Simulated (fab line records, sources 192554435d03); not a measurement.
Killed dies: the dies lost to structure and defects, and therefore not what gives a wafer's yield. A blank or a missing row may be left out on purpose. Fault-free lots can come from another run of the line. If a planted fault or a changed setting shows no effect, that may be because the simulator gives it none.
fab line records	flow n5Finfet
record: lots: 8	wafers: 24	lastDay: 20
route steps=1938 shown DUMMY_GATE@249 SD_EPI_N@274 SD_ACTIVATION@332 BEOL_M4@1111
lots that met no fault: taken from a fault-free run of the same line
startH: hours from the record's first day to the start of the lot's first wafer shown	waitH: how many hours have passed since the lot's step before this one	" as in the row above	L1.1+2: one row covering several wafers at once	- value missing, or start not given	* or withheld: withheld	< > ~ a bound
route shown NAME@n: a module of which the file shows steps, and the number in the route of the first	usual: mean/standard deviation taken from wafers without a fault	same: alike in all rows	chamber/n: place in a boat	sites: each site's reading	_std_site: their standard deviation	_edge_site: outer sites' mean less inner sites'	radiusMm: for every site, how far away it sits from the centre of the wafer	mask NAME#n: copy n	behind: the last tool/chamber to shape the wafer	hold: what put the lot on hold/how long, in hours/how the hold closed	device: which transistor (n, p or np) failed to switch	end of line: at the end of the route, the tests of the same wafers	a step given without rows: its recipe and nothing more	killed: the dies lost at the first sort to structure and to defects; this is not the yield of the wafer	map: a wafer's dies, marking killed ones x, the rest . and places with no die _
set.NAME: the run value of the setting; set.NAME@STEP: its run value at that earlier step	model.NAME: the simulator's own value behind a step, which no gauge read
the route's steps for a sample of lots (tables are steps, rows are wafers)
services: a tool's chamber out of use, with start hour (startH, from the record's first day; less than 0 if before it), hours out, and reason
== steps ==
step: N5_DUMMY_GATE_CD_MEAS_24
recipe: targetCdNm: 15
usual: cdNm: 15.0/0.35
lot.wafer	tool	chamber	startH	waitH	cdNm
L369.2	cdSem-03	-	56.86	0.1	14.8
L369.3	"	-	"	"	14.2
L369.4	"	-	"	"	14.6
L375.1	cdSem-01	-	92.15	0.1	14.8
L375.3	"	-	"	"	15.5
L375.6	"	-	"	"	15.0
L376.1	cdSem-03	-	98.40	0.1	14.5
L376.3	"	-	"	"	14.7
L376.4	"	-	"	"	15.2
L377.1	cdSem-01	-	102.88	0.1	14.8
L377.4	"	-	"	"	14.8
L377.6	"	-	"	"	14.9
L387.1	cdSem-03	-	171.98	0.1	14.3
L387.3	"	-	"	"	15.2
L387.5	"	-	"	"	14.9
L388.1	cdSem-03	-	213.36	0.1	15.2
L388.4	"	-	"	"	15.1
L388.5	"	-	"	"	15.5
L389.1	cdSem-03	-	213.72	0.1	14.9
L389.2	"	-	"	"	14.4
L389.4	"	-	"	"	15.3
L390.1	cdSem-03	-	214.18	0.1	14.6
L390.2	"	-	"	"	15.1
L390.3	"	-	"	"	15.6
step: N5_SD_EPI_N_ETCH_34
recipe: chemistry: CF4	target: SiARC	targetDepthA: 455	maskMaterial: CAR-ArF-block	timeS: 75.8	ionEnergyEv: 80	pressureMtorr: 40	sourceW: 545	biasW: 36	Ar_flow_sccm: 100	cf4FlowSccm: 100	ends: cleared
usual: chamberPressureMTorr: 40.00/0.04	drypumpMotorCurrentA: 5.8/0.4	etchRfOnTimeS: 75.3/0.76	oesProductAu: 0.69/0.056	rfVppV: 184.5/1	showerheadPlenumPTorr: 2.18/0.057	throttleValvePct: 15.60/0.2
lot.wafer	tool	chamber	startH	waitH	chamberPressureMTorr	drypumpMotorCurrentA	etchRfOnTimeS	oesProductAu	rfHoursCounterH	rfVppV	showerheadPlenumPTorr	throttleValvePct
L369.2	rieDiel-04	3	58.25	0.0	40.01	6.5	75.3	0.67	143	186.6	2.23	15.38
L369.3	"	2	"	"	40.03	5.5	75.0	0.64	160	186.0	2.22	16.00
L369.4	"	1	"	"	40.02	5.3	76.1	0.72	52	184.6	2.17	15.21
L375.1	rieDiel-01	3	93.71	0.0	40.04	5.6	74.6	0.69	108	183.6	2.16	15.68
L375.3	"	2	"	"	40.03	6.2	73.4	0.77	34	184.2	2.10	15.63
L375.6	"	0	"	"	40.02	5.7	75.3	0.75	-	186.6	2.26	15.52
L376.1	rieDiel-01	0	99.88	0.0	39.99	5.7	76.5	0.74	45	185.2	2.26	15.54
L376.3	"	2	"	"	39.91	6.2	73.9	0.76	37	182.3	2.10	15.63
L376.4	"	3	"	"	39.96	5.6	75.4	0.68	110	185.0	2.16	15.69
L377.1	rieDiel-06	3	104.48	0.0	40.09	5.9	75.0	0.66	122	183.6	2.15	15.50
L377.4	"	1	"	"	39.93	5.7	75.2	0.74	48	184.2	2.18	15.57
L377.6	"	0	"	"	39.98	5.9	76.9	0.64	-	183.2	2.13	15.80
L387.1	rieDiel-04	3	173.90	0.0	39.95	6.5	76.0	0.64	184	185.3	2.22	15.47
L387.3	"	2	"	"	39.93	5.5	75.3	0.61	200	186.1	2.20	16.10
L387.5	"	0	"	"	39.98	6.4	74.2	0.80	-	184.9	2.28	15.45
L388.1	rieDiel-04	3	214.78	0.0	39.99	6.5	76.2	0.63	190	184.2	2.21	15.47
L388.4	"	0	"	"	40.04	6.4	75.2	0.79	17	185.8	2.27	15.47
L388.5	"	2	"	"	39.99	5.4	75.5	0.61	-	184.2	2.20	16.10
L389.1	rieDiel-06	0	215.34	0.0	40.02	6.0	75.6	0.63	190	184.2	2.12	15.83
L389.2	"	2	"	"	40.04	5.1	74.7	0.63	180	184.0	2.23	15.55
L389.4	"	3	"	"	40.01	5.9	74.3	0.65	-	183.1	2.14	15.54
L390.1	rieDiel-01	0	215.64	0.0	39.95	5.8	76.2	0.70	76	185.1	2.24	15.59
L390.2	"	1	"	"	40.00	5.7	73.9	0.71	93	185.0	2.16	15.55
L390.3	"	3	"	"	40.02	5.6	75.2	0.66	142	184.0	2.15	15.77
step: N5_SD_EPI_N_ETCH_16
recipe: chemistry: CHF3/O2	target: SiO2	targetDepthA: 50	maskMaterial: SOC	pressureMtorr: 30	sourceW: 650	biasW: 170	Ar_flow_sccm: 200	CHF3_flow_sccm: 50	O2_flow_sccm: 5	ionEnergyEv: 200
usual: chamberPressureMTorr: 30.000/0.028	drypumpMotorCurrentA: 5.8/0.4	oesProductAu: 0.81/0.067	rfVppV: 525/6.6	showerheadPlenumPTorr: 2.45/0.064	throttleValvePct: 18.90/0.2
lot.wafer	tool	chamber	startH	waitH	chamberPressureMTorr	drypumpMotorCurrentA	oesProductAu	rfHoursCounterH	rfVppV	showerheadPlenumPTorr	throttleValvePct
L369.2	rieDiel-04	3	58.83	0.1	30.035	6.4	0.78	143	535	2.51	18.64
L369.3	"	2	"	"	29.980	5.4	0.73	160	531	2.49	19.29
L369.4	"	1	"	"	30.017	5.3	0.83	52	516	2.44	18.51
L375.1	rieDiel-01	3	94.29	0.1	29.969	5.6	0.80	109	529	2.44	19.04
L375.3	"	2	"	"	30.019	6.3	0.90	35	521	2.36	18.98
L375.6	"	0	"	"	30.003	5.8	0.88	-	534	2.54	18.88
L376.1	rieDiel-01	0	100.46	0.1	30.010	5.7	0.87	46	532	2.54	18.87
L376.3	"	2	"	"	29.995	6.2	0.89	37	521	2.36	18.99
L376.4	"	3	"	"	30.000	5.6	0.80	111	527	2.44	19.05
L377.1	rieDiel-06	3	105.07	0.1	29.989	5.9	0.78	123	522	2.42	18.86
L377.4	"	1	"	"	30.032	5.8	0.87	48	535	2.45	18.87
L377.6	"	0	"	"	29.961	6.0	0.75	-	513	2.39	19.04
L387.1	rieDiel-04	3	174.48	0.1	30.050	6.5	0.75	184	532	2.49	18.71
L387.3	"	2	"	"	29.946	5.4	0.70	201	530	2.48	19.37
L387.5	"	0	"	"	29.999	6.4	0.94	-	523	2.56	18.76
L388.1	rieDiel-04	3	215.36	0.1	29.966	6.5	0.75	191	533	2.49	18.72
L388.4	"	0	"	"	30.044	6.4	0.92	18	522	2.55	18.76
L388.5	"	2	"	"	30.010	5.4	0.70	-	528	2.47	19.37
L389.1	rieDiel-06	0	215.92	0.1	29.969	6.0	0.73	191	514	2.38	19.08
L389.2	"	2	"	"	29.988	5.1	0.73	180	529	2.50	18.79
L389.4	"	3	"	"	29.950	5.9	0.75	-	519	2.41	18.90
L390.1	rieDiel-01	0	216.22	0.1	29.975	5.7	0.83	77	532	2.53	18.93
L390.2	"	1	"	"	29.977	5.8	0.82	93	525	2.43	18.86
L390.3	"	3	"	"	30.004	5.6	0.76	142	526	2.43	19.09
step: N5_SD_EPI_N_EPI_21
recipe: material: Si:P	dopant: P	tempC: 680	pressureTorr: 255	timeS: 690
usual: epiGrowthTimeS: 690/0
lot.wafer	tool	chamber	startH	waitH	epiGrowthTimeS
L369.2	epiRpcvd-04	0	60.44	0.5	690
L369.3	"	0	"	"	690
L369.4	"	0	"	"	690
L375.1	epiRpcvd-04	0	95.37	0.1	504.57
L375.3	"	0	"	"	690
L375.6	"	0	"	"	504.57
L376.1	epiRpcvd-04	0	101.52	0.1	504.57
L376.3	"	0	"	"	690
L376.4	"	0	"	"	504.57
L377.1	epiRpcvd-04	0	106.12	0.1	504.57
L377.4	"	0	"	"	504.57
L377.6	"	0	"	"	504.57
L387.1	epiRpcvd-02	0	175.54	0.1	690
L387.3	"	0	"	"	690
L387.5	"	0	"	"	690
L388.1	epiRpcvd-02	0	216.60	0.2	690
L388.4	"	0	217.72	1.2	690
L388.5	"	0	"	"	690
L390.1	epiRpcvd-01	0	217.29	0.1	690
L390.2	"	0	"	"	690
L390.3	"	0	"	"	690
L389.1	epiRpcvd-04	0	217.40	0.3	690
L389.2	"	0	"	"	690
L389.4	"	0	"	"	690
step: N5_SD_EPI_N_EPI_MEAS_23
recipe: mode: xrd
usual: thkNm: 59.0/1.1
lot.wafer	tool	chamber	startH	waitH	thkNm
L369.2	filmMetro-02	-	62.36	1.5	58.7
L369.3	"	-	"	"	57.6
L369.4	"	-	"	"	56.7
L375.1	filmMetro-01	-	97.09	1.4	46.2
L375.3	"	-	"	"	60.7
L375.6	"	-	"	"	46.1
L376.1	filmMetro-02	-	103.24	1.4	46.5
L376.3	"	-	"	"	58.6
L376.4	"	-	"	"	45.3
L377.1	filmMetro-02	-	107.84	1.4	45.4
L377.4	"	-	"	"	45.8
L377.6	"	-	"	"	46.7
L387.1	filmMetro-02	-	177.26	1.4	59.6
L387.3	"	-	"	"	58.2
L387.5	"	-	"	"	59.9
L388.1	filmMetro-02	-	218.88	1.9	57.6
L388.4	"	-	"	"	58.6
L388.5	"	-	"	"	58.6
L390.1	filmMetro-01	-	219.01	1.4	59.4
L390.2	"	-	"	"	60.4
L390.3	"	-	"	"	59.3
L389.1	filmMetro-01	-	220.42	2.5	58.9
L389.2	"	-	"	"	58.3
L389.4	"	-	"	"	58.5
step: N5_SD_ACTIVATION_RS_MEAS_03
recipe: thkMeasGauge: four-point-probe
usual: RS_SD_N: 21.87/0.28	RS_SD_P: 55.8/0.71
lot.wafer	tool	chamber	startH	waitH	RS_SD_N[ohm/sq]	RS_SD_P[ohm/sq]
L369.2	filmMetro-01	-	68.43	0.2	21.77	56.2
L369.3	"	-	"	"	22.53	56.4
L369.4	"	-	"	"	22.24	56.3
L375.1	filmMetro-01	-	102.51	0.2	27.87	56.4
L375.3	"	-	"	"	21.96	56.3
L375.6	"	-	"	"	27.65	57.3
L376.1	filmMetro-01	-	108.30	0.2	27.78	56.8
L376.3	"	-	"	"	22.19	56.8
L376.4	"	-	"	"	28.14	56.1
L377.1	filmMetro-02	-	113.14	0.2	28.35	56.3
L377.4	"	-	"	"	27.83	56.0
L377.6	"	-	"	"	28.22	55.4
L387.1	filmMetro-02	-	182.44	0.2	21.54	56.7
L387.3	"	-	"	"	21.44	55.9
L387.5	"	-	"	"	21.57	56.0
L390.1	filmMetro-02	-	224.49	0.2	21.49	55.2
L390.2	"	-	"	"	21.82	55.5
L390.3	"	-	"	"	21.49	55.7
L389.1	filmMetro-01	-	225.87	0.2	21.99	54.5
L389.2	"	-	"	"	21.74	54.4
L389.4	"	-	"	"	21.97	55.6
L388.1	filmMetro-02	-	226.05	0.2	22.02	55.9
L388.4	"	-	"	"	21.85	56.3
L388.5	"	-	"	"	21.99	55.0
step: N5_BEOL_M4_RC_MEAS_101
usual: DIBL_N: 36.5/1.2	DIBL_P: 36.5/1.6	IOFF_N: 0.162/0.023	IOFF_P: 0.221/0.03	ION_N: 678/8	ION_P: 466/6.3	REXT_N: 75.0/1.6	RS_SD_N: 28.3/0.35	SS_N: 71.6/0.46	SS_P: 73.3/0.57	VT_N: 249.2/2.6	VT_P: -249/3.3
lot.wafer	tool	chamber	startH	waitH	DIBL_N[mV/V]	DIBL_P[mV/V]	IOFF_N[nA/um]	IOFF_P[nA/um]	ION_N[uA/um]	ION_P[uA/um]	REXT_N[ohm.um]	RS_SD_N[ohm/sq]	SS_N[mV/dec]	SS_P[mV/dec]	VT_N[mV]	VT_P[mV]
L369.2	prober-02	0	227.78	0.2	36.0	36.5	0.144	0.206	675	469	75.7	28.5	71.5	73.3	252.9	-250
L369.3	"	0	"	"	37.7	39.4	0.172	0.268	675	476	77.0	29.2	71.9	73.8	246.7	-247
L369.4	"	0	"	"	38.3	39.4	0.186	0.272	688	475	75.4	28.6	71.6	73.1	248.1	-244
L375.1	prober-02	0	254.83	0.0	37.5	37.8	0.155	0.189	668	459	80.0	36.2	71.5	73.0	252.3	-253
L375.3	"	0	"	"	36.6	37.4	0.155	0.180	667	454	72.2	28.1	71.3	74.0	251.2	-254
L375.6	"	0	"	"	37.0	37.5	0.150	0.176	669	460	79.8	35.8	72.0	72.5	252.5	-256
L376.1	prober-02	0	257.33	0.0	36.3	36.0	0.146	0.205	668	465	83.7	35.6	71.8	73.0	254.2	-252
L376.3	"	0	"	"	35.8	36.5	0.151	0.210	669	458	76.0	28.5	71.4	73.1	249.7	-250
L376.4	"	0	"	"	36.0	35.2	0.142	0.194	669	464	82.9	36.1	71.1	73.2	252.2	-252
L377.1	prober-02	0	265.30	0.0	38.4	37.1	0.173	0.229	668	463	84.4	36.6	71.8	73.1	248.3	-248
L377.4	"	0	"	"	38.7	36.4	0.163	0.214	661	460	82.9	36.1	71.5	73.1	250.6	-249
L377.6	"	0	"	"	38.6	37.2	0.172	0.227	666	468	84.3	36.2	72.0	72.6	249.0	-252
L387.1	prober-02	0	324.15	0.0	38.8	39.4	0.225	0.302	700	475	75.9	27.9	72.1	74.0	243.9	-244
L387.3	"	0	"	"	36.4	36.0	0.173	0.244	682	471	75.0	27.7	71.6	72.6	246.0	-245
L387.5	"	0	"	"	38.4	38.4	0.204	0.288	687	479	76.0	27.9	71.8	74.0	246.0	-244
L390.1	prober-02	0	357.87	0.0	36.5	36.1	0.189	0.268	692	478	79.2	27.6	71.5	73.4	246.6	-241
L390.2	"	0	"	"	34.9	33.7	0.157	0.225	680	474	79.4	28.0	71.4	72.5	248.0	-245
L390.3	"	0	"	"	34.3	34.0	0.154	0.230	686	477	80.1	27.7	71.4	72.6	248.0	-246
L389.1	prober-02	0	361.53	0.0	37.5	37.2	0.169	0.210	675	462	73.9	28.3	72.1	73.1	250.7	-251
L389.2	"	0	"	"	37.1	36.5	0.147	0.203	669	462	73.7	27.9	72.0	72.9	251.4	-249
L389.4	"	0	"	"	35.6	34.3	0.125	0.176	668	459	73.6	28.4	70.9	73.2	253.9	-252
L388.1	prober-01	0	364.54	0.0	38.0	36.7	0.167	0.214	674	462	75.3	28.1	72.0	74.3	246.7	-249
L388.4	"	0	"	"	37.1	35.6	0.155	0.203	677	465	74.8	28.1	71.5	72.9	248.8	-250
L388.5	"	0	"	"	36.0	34.9	0.138	0.189	672	464	75.5	28.7	71.7	73.1	250.6	-249
== services ==
tool	chamber	startH	hours	kind
rieDiel-04	-	35.16	2.8	pm
epiRpcvd-01	-	94.39	0.5	pm
rieDiel-04	1	106.06	2.9	repair
rieDiel-04	0	124.52	-	clean
rieDiel-04	0	124.52	-	consumableReplace:focusRing
rieDiel-04	0	124.52	-	consumableReplace:showerhead
rieDiel-04	0	124.52	14.9	scheduledDown
rieDiel-04	0	124.52	14.9	ventCycle
epiRpcvd-01	-	130.81	14.6	pm
rieDiel-06	-	152.62	0.9	repair
rieDiel-01	0	161.28	4.4	repair
rieDiel-01	1	187.71	6.8	repair
epiRpcvd-02	-	211.06	1.5	repair
rieDiel-06	1	214.42	9.5	repair
== key ==
firstSign: step: N5_SD_EPI_N_EPI_21	reading: epiGrowthTimeS	direction: down	sigmas: 99+	usual: *	struck: *
effect: step: N5_SD_EPI_N_EPI_MEAS_23	reading: thkNm	direction: down	sigmas: 11	usual: *	struck: *
effect: step: N5_SD_ACTIVATION_RS_MEAS_03	reading: RS_SD_N	direction: up	sigmas: 21	usual: 21.87	struck: 27.98
effect: step: N5_BEOL_M4_RC_MEAS_101	reading: RS_SD_N	direction: up	sigmas: 22	usual: 28.3	struck: 36.1
effect: step: N5_BEOL_M4_RC_MEAS_101	reading: REXT_N	direction: up	sigmas: 4.9	usual: 75.0	struck: 82.6
effect: step: N5_BEOL_M4_RC_MEAS_101	reading: ION_N	direction: down	sigmas: 1.5	usual: 678	struck: 667
metAt N5_SD_EPI_N_EPI_21
struckLots L375,L376,L377
struckWafers L375.1,L375.6,L376.1,L376.4,L377.1,L377.4,L377.6
notActingAt N5_DUMMY_GATE_CD_MEAS_24,N5_SD_EPI_N_ETCH_34,N5_SD_EPI_N_ETCH_16
onsetBetween 60.44 95.37
fault: kind: processParameterDrift	tool: epiRpcvd-04	chamber: -	onsetH: 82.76	steps: N5_SD_EPI_N_EPI_21	channel: epiGrowthTimeS	offset: *	shape: step	endH: 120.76	scope: struckWafersOnly	actsIn: *	stated: *
